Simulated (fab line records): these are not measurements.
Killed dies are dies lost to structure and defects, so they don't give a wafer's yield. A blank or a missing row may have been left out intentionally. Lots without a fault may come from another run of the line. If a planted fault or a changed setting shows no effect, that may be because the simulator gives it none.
The tool behind it: which one? ; flow n5 finfet ; 6 lots with 17 wafers sampled at 2 steps, on a route of 1938 steps

## WHAT THE GAUGES READ, wafer by wafer
N5_PASSIVATION_INSPECT_64: inspects for defects (macro).
lot;measured;on;raw defect count
L233;day 12 23:43;defect inspect-02;1 0 3
L235;day 13 09:12;defect inspect-02;1 0 1
L241;day 14 18:31;defect inspect-02;3 3 1
L244;day 15 07:56;defect inspect-01;5 0 2
L248;day 16 08:28;defect inspect-01;1 2
L255;day 18 08:50;defect inspect-01;2 2 3

## WHAT TOOL EACH LOT RAN ON (gives the tool, then ch and the chambers of the sampled wafers, and finally the start)
lot;N5_PASSIVATION_PECVD_55
L233;pecvd-02 ch 1,2, day 12 21:10
L235;pecvd-02 ch 0,1,2, day 13 04:51
L241;pecvd-02 ch 0,1,2, day 14 16:00
L244;pecvd-03 ch 0,1,2, day 15 03:53
L248;pecvd-03 ch 0, day 16 05:39
L255;pecvd-04 ch 0,1,2, day 18 04:04
- N5_PASSIVATION_PECVD_55: deposits SiO2 from SiH4/N2O, target thk 400 nm, time 22.5 s.

## THE ANSWER, worked out from the rows above alone
Rule: what is usual is taken from the lots themselves. Put in order of their means at a reading, lots are off if they are a third of the lots or fewer, leave a main group of 4 or more, and stand apart from it by a gap of 3 or more times the standard deviation of the main group's means; of several such gaps the widest counts. A main group whose means are all the same, to the digits that the tables above print for the reading, isn't used. Also off: a lot with no number at a reading for which 4 or more lots have one. The other lots that the step has rows for count as sound.
No lot is off on any of the readings shown, so nothing can be concluded from this.

## WHAT THE SIMULATOR PUT IN
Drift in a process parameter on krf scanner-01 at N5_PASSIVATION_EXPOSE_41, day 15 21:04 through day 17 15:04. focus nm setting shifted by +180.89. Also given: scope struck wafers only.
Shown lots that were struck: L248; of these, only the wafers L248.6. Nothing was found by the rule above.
